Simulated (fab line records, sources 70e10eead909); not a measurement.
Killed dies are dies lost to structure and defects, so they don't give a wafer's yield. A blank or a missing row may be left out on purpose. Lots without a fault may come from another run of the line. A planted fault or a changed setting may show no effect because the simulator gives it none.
A struck lot beside a sound one | flow nand_harc | 12 steps out of a route of 1302
Sound: wafers L925.3, L925.4, L925.6. Struck: wafers L914.2, L914.3, L914.6. The cause comes at the end.
At each step with rows: each side's tool, then ch and its chambers, then its first start. Under that, the readings that differ: sound wafers | struck wafers | difference of the means | sigmas: that difference in standard deviations of wafers without a fault.
alike: readings whose means differ by less than 2 such deviations, and words and numbers that are the same on both sides. not compared: withheld readings, readings that some wafer has no value for, bounds like >300 that may hide the same value, and numbers for which the record gives no deviation and whose values overlap.
The two part at a step that has a row with sigmas, a row that says differs or no value, or rows on one side only. Numbers that don't overlap but have no deviation are shown without sigmas and don't part them. A reading that every wafer of one side lacks parts them only if that side has two wafers or more.

NHARC_A_CHANNEL_FILL_D2_CMP_10: polishes, target thk 150 nm.
  sound on cmp-03 ch 0,3, day 21 14:56; struck on cmp-04 ch 1,2,3, day 17 06:25
  alike: edge_zone_pressure_frac, motor_current_A, slurry_flow_ml_min, time_to_endpoint_s
then, 1 step without rows for these wafers: NHARC_A_CHANNEL_FILL_D2_SRD_12.
NHARC_A_CHANNEL_FILL_D2_RTA_24: time 5 s.
  sound on rtp_anneal-01 ch 0, day 21 15:25; struck on rtp_anneal-02 ch 0, day 17 06:52
  reading             | sound          | struck         | difference | sigmas
  lamp_power_pct (%)  | 28.8 28.8 28.7 | 24.1 24.0 24.1 | -4.7       | -2
  lamp_zone_2_pct (%) | 28.8 28.8 28.8 | 24.0 24.1 24.1 | -4.7       | -2
  alike: anneal_temp_c_max, wafer_temp_C_max
NHARC_A_CHANNEL_FILL_D2_INSPECT_13:
  sound on defect_inspect-01, day 21 15:33; struck on defect_inspect-01, day 17 07:01
  alike: raw_defect_count
NHARC_A_STAIRCASE_DEP_156: deposits SiNx, target thk 50 nm.
  sound on pecvd-02 ch 0,1,2, day 21 15:40; struck on pecvd-02 ch 0,1,2, day 17 07:05
  alike: heater_power_w
then, 5 steps without rows for these wafers: NHARC_A_STAIRCASE_DEHYDRATE_158 (time 120 s); NHARC_A_STAIRCASE_HMDS_159 (time 30 s); NHARC_A_STAIRCASE_COAT_160; NHARC_A_STAIRCASE_SOFTBAKE_161 (time 170 s); NHARC_A_STAIRCASE_EBR_162.
NHARC_A_STAIRCASE_EXPOSE_163: exposes mask STAIR OPEN.
  sound on krf_scanner-01 ch 0, day 21 16:16; struck on krf_scanner-02, day 17 07:42
  no value came back on the struck wafers for exposure_dose_mJ_cm2, focus_offset_nm (nm); on the sound wafers exposure_dose_mJ_cm2 reads 20.014 20.038 20.027
  alike: mask
then, 1 step without rows for these wafers: NHARC_A_STAIRCASE_PEB_164 (peb time 130 s).

WHERE THEY PART
First at NHARC_A_CHANNEL_FILL_D2_RTA_24; last, within this record, at NHARC_A_STAIRCASE_EXPOSE_163.

WHY: what the simulator had put in
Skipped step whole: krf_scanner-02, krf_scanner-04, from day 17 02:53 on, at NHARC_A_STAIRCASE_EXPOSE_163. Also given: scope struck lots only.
